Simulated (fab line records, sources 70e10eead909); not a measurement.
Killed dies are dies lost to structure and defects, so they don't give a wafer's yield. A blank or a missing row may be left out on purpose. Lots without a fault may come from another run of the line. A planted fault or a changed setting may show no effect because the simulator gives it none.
Chamber matching | flow nand_harc | NHARC_P_CONTACT_ALD_22 on ald_metal-01: 4 sister chambers
The step deposits TiN, target thk 3 nm, pulse time 1 s, ald cycles 150. 18 wafers are shown with their chamber, then 9 later ones without.

WAFERS WITH THEIR CHAMBER
wafer  | chamber | heater_power_w (W) | precursor_pulse_height_rel
L074.1 | 3       | 1057               | 1.000
L074.3 | 2       | 979                | 0.998
L074.6 | 3       | 1066               | 1.003
L080.4 | 1       | 1146               | 0.998
L080.5 | 3       | 1045               | 0.995
L080.6 | 2       | 1038               | 1.003
L082.1 | 3       | 1032               | 1.004
L082.4 | 2       | 982                | 0.972
L082.5 | 3       | 1026               | 1.027
L083.2 | 2       | 1049               | 1.000
L083.3 | 3       | 1040               | 1.027
L083.6 | 3       | 1041               | 1.036
L084.1 | 0       | 1062               | 0.984
L084.5 | 2       | 1004               | 0.949
L084.6 | 3       | 1050               | 0.981
L088.1 | 1       | 1170               | 1.015
L088.3 | 3       | 1036               | 0.987
L088.4 | 0       | 1053               | 0.996

SIGNATURES (means of the wafers above)
reading                    | chamber 0 | chamber 1 | chamber 2 | chamber 3 | scatter within a chamber
heater_power_w             | 1057.50   | 1158.00   | 1010.40   | 1043.67   | 20.1
precursor_pulse_height_rel | 0.99000   | 1.00650   | 0.98440   | 1.00667   | 0.0195
Rule: a wafer's distance from a chamber is the root of the sum, over the readings, of the square of ((its reading less the chamber's mean) divided by the reading's scatter). The wafer belongs to the nearest chamber; if the next one is less than 2 further off, it can't be placed. The scatter: the root of (the sum of the squares of (reading less its chamber's mean) over the shown wafers, divided by (wafers less chambers)).

WAFERS WITHOUT THEIR CHAMBER
wafer  | heater_power_w (W) | precursor_pulse_height_rel
L091.1 | 1054               | 0.989
L091.4 | 1048               | 0.994
L091.5 | 1028               | 0.975
L092.1 | 1064               | 0.980
L092.2 | 1019               | 0.981
L092.4 | 1172               | 0.979
L097.2 | 983                | 0.985
L097.3 | 1210               | 0.983
L097.5 | 1034               | 0.989

WHICH CHAMBER EACH WENT THROUGH
wafer  | from the rows above          | in truth
L091.1 | can't be placed: 0 or 3 or 2 | 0
L091.4 | can't be placed: 0 or 3 or 2 | 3
L091.5 | can't be placed: 2 or 0 or 3 | 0
L092.1 | can't be placed: 0 or 3      | 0
L092.2 | can't be placed: 2 or 3 or 0 | 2
L092.4 | 1                            | 1
L097.2 | can't be placed: 2 or 3      | 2
L097.3 | 1                            | 1
L097.5 | can't be placed: 3 or 0 or 2 | 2
Placed correctly: 2 of 9. Can't be placed from these rows: 7 (the true chamber is among the candidates in 7). Placed wrongly: 0.
